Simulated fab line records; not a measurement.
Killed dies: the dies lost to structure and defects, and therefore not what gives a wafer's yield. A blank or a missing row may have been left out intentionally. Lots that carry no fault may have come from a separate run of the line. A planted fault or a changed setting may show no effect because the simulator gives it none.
Matching of chambers | flow nand harc | rie diel-08 running NHARC_A_STAIRCASE_DESCUM_443: 4 sister chambers
The step chemistry O2, time 3 s. 18 wafers are shown with their chamber, then 9 later ones without.

## EACH WAFER AND ITS CHAMBER
wafer  | chamber | showerhead plenum p Torr (Torr) | rf vpp V (V) | chamber pressure mTorr (mTorr)
L077.3 | 2       | 2.05                            | 58.9         | 60.07
L077.4 | 3       | 1.78                            | 58.1         | 60.06
L077.6 | 3       | 1.78                            | 58.0         | 60.05
L075.2 | 3       | 1.78                            | 57.3         | 60.00
L075.4 | 2       | 2.05                            | 58.0         | 59.87
L075.6 | 2       | 2.05                            | 58.2         | 59.99
L079.2 | 1       | 1.85                            | 56.3         | 60.13
L079.3 | 0       | 1.78                            | 58.0         | 60.10
L079.5 | 2       | 2.05                            | 58.3         | 59.93
L082.2 | 1       | 1.85                            | 58.4         | 60.04
L082.3 | 3       | 1.77                            | 56.8         | 59.96
L082.6 | 2       | 2.05                            | 59.1         | 60.04
L084.1 | 2       | 2.05                            | 57.9         | 59.96
L084.4 | 2       | 2.05                            | 59.3         | 59.98
L084.6 | 3       | 1.77                            | 57.6         | 60.11
L083.2 | 0       | 1.78                            | 56.9         | 59.96
L083.4 | 0       | 1.78                            | 56.1         | 60.01
L083.5 | 2       | 2.05                            | 58.7         | 59.93

SIGNATURES (means of the wafers above)
reading                  | chamber 0 | chamber 1 | chamber 2 | chamber 3 | scatter within a chamber
showerhead plenum p Torr | 1.7800    | 1.8500    | 2.0500    | 1.7760    | 0.00293
rf vpp V                 | 57.000    | 57.350    | 58.550    | 57.560    | 0.711
chamber pressure mTorr   | 60.0233   | 60.0850   | 59.9712   | 60.0360   | 0.0633
Rule: a wafer's distance from a chamber is the root of the sum, over the readings, of the square of ((its reading less the chamber's mean) divided by the reading's scatter). The wafer belongs to the nearest chamber; if the next one is less than 2 further off, it can't be placed. The scatter is the square root of a quotient: the sum, over the shown wafers, of each reading's squared deviation from its chamber's mean, divided by wafers minus chambers.

## WAFERS WITH NO CHAMBER GIVEN
wafer  | showerhead plenum p Torr (Torr) | rf vpp V (V) | chamber pressure mTorr (mTorr)
L088.3 | 1.84                            | 58.6         | 59.98
L088.4 | 1.77                            | 57.7         | 60.00
L088.5 | 1.84                            | 57.1         | 60.00
L092.2 | 1.84                            | 58.4         | 59.95
L092.3 | 1.77                            | 57.4         | 59.99
L092.6 | 1.77                            | 57.5         | 59.99
L095.2 | 1.77                            | 56.9         | 59.99
L095.5 | 1.77                            | 55.5         | 60.01
L095.6 | 1.84                            | 57.5         | 60.05

## THE CHAMBER EACH PASSED THROUGH
wafer  | from the rows above     | in truth
L088.3 | 1                       | 1
L088.4 | can't be placed: 3 or 0 | 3
L088.5 | 1                       | 1
L092.2 | 1                       | 1
L092.3 | can't be placed: 3 or 0 | 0
L092.6 | can't be placed: 3 or 0 | 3
L095.2 | can't be placed: 3 or 0 | 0
L095.5 | can't be placed: 3 or 0 | 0
L095.6 | 1                       | 1
4 of 9 placed correctly. These rows do not allow placing 5 (true chamber among the candidates in 5). Number placed wrongly: 0.
